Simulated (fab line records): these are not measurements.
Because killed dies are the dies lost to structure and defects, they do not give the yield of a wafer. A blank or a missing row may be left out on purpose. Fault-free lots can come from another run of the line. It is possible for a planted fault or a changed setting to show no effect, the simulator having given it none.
Matching of chambers || flow nand_harc || NHARC_P_M2_CMP_23 on cmp-01: 4 sister chambers
The step polishes, t overpolish 20 s, target thk 144.3 nm. 8 wafers are shown with their chamber, then 8 later ones without.

WAFERS, EACH WITH ITS CHAMBER
{"wafer": "L079.2", "chamber": 2, "motor_current_A (A)": 12.8, "time_to_endpoint_s (s)": 29}
{"wafer": "L080.2", "chamber": 2, "motor_current_A (A)": 13.0, "time_to_endpoint_s (s)": 31}
{"wafer": "L089.5", "chamber": 0, "motor_current_A (A)": 11.4, "time_to_endpoint_s (s)": 27}
{"wafer": "L089.6", "chamber": 1, "motor_current_A (A)": 13.2, "time_to_endpoint_s (s)": 29}
{"wafer": "L090.1", "chamber": 1, "motor_current_A (A)": 14.0, "time_to_endpoint_s (s)": 29}
{"wafer": "L090.3", "chamber": 3, "motor_current_A (A)": 11.9, "time_to_endpoint_s (s)": 36}
{"wafer": "L090.5", "chamber": 0, "motor_current_A (A)": 11.5, "time_to_endpoint_s (s)": 29}
{"wafer": "L094.1", "chamber": 3, "motor_current_A (A)": 11.9, "time_to_endpoint_s (s)": 37}

WAFERS WHOSE CHAMBER IS MISSING
{"wafer": "L094.3", "motor_current_A (A)": 13.5, "time_to_endpoint_s (s)": 32}
{"wafer": "L094.6", "motor_current_A (A)": 13.6, "time_to_endpoint_s (s)": 33}
{"wafer": "L096.1", "motor_current_A (A)": 12.1, "time_to_endpoint_s (s)": 27}
{"wafer": "L096.2", "motor_current_A (A)": 13.7, "time_to_endpoint_s (s)": 27}
{"wafer": "L096.3", "motor_current_A (A)": 11.9, "time_to_endpoint_s (s)": 30}
{"wafer": "L097.1", "motor_current_A (A)": 12.4, "time_to_endpoint_s (s)": 34}
{"wafer": "L097.3", "motor_current_A (A)": 11.5, "time_to_endpoint_s (s)": 30}
{"wafer": "L097.4", "motor_current_A (A)": 14.1, "time_to_endpoint_s (s)": 32}

EACH ONE'S CHAMBER
{"wafer": "L094.3", "from the rows above": "can't be placed: 2 or 1", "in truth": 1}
{"wafer": "L094.6", "from the rows above": "can't be placed: 2 or 1", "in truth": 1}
{"wafer": "L096.1", "from the rows above": "can't be placed: 0 or 2", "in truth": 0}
{"wafer": "L096.2", "from the rows above": 1, "in truth": 1}
{"wafer": "L096.3", "from the rows above": "can't be placed: 0 or 2", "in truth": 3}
{"wafer": "L097.1", "from the rows above": "can't be placed: 3 or 2", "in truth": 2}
{"wafer": "L097.3", "from the rows above": 0, "in truth": 0}
{"wafer": "L097.4", "from the rows above": "can't be placed: 1 or 2", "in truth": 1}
Correctly placed: 2 of 8. Cannot be placed on the basis of these rows: 6; the candidates contain the true chamber in 5. Placed wrongly: 0.
How it was worked out, from the rows above alone: a wafer's distance from a chamber is the root of the sum, over the readings, of the square of ((its reading less the chamber's mean) divided by the reading's scatter). The wafer belongs to the nearest chamber; if the next one is less than 2 further off, it can't be placed. The mean given for a chamber averages the wafers shown for that chamber. The scatter: the root of (the sum of the squares of (reading less its chamber's mean) over the shown wafers, divided by (wafers less chambers)).
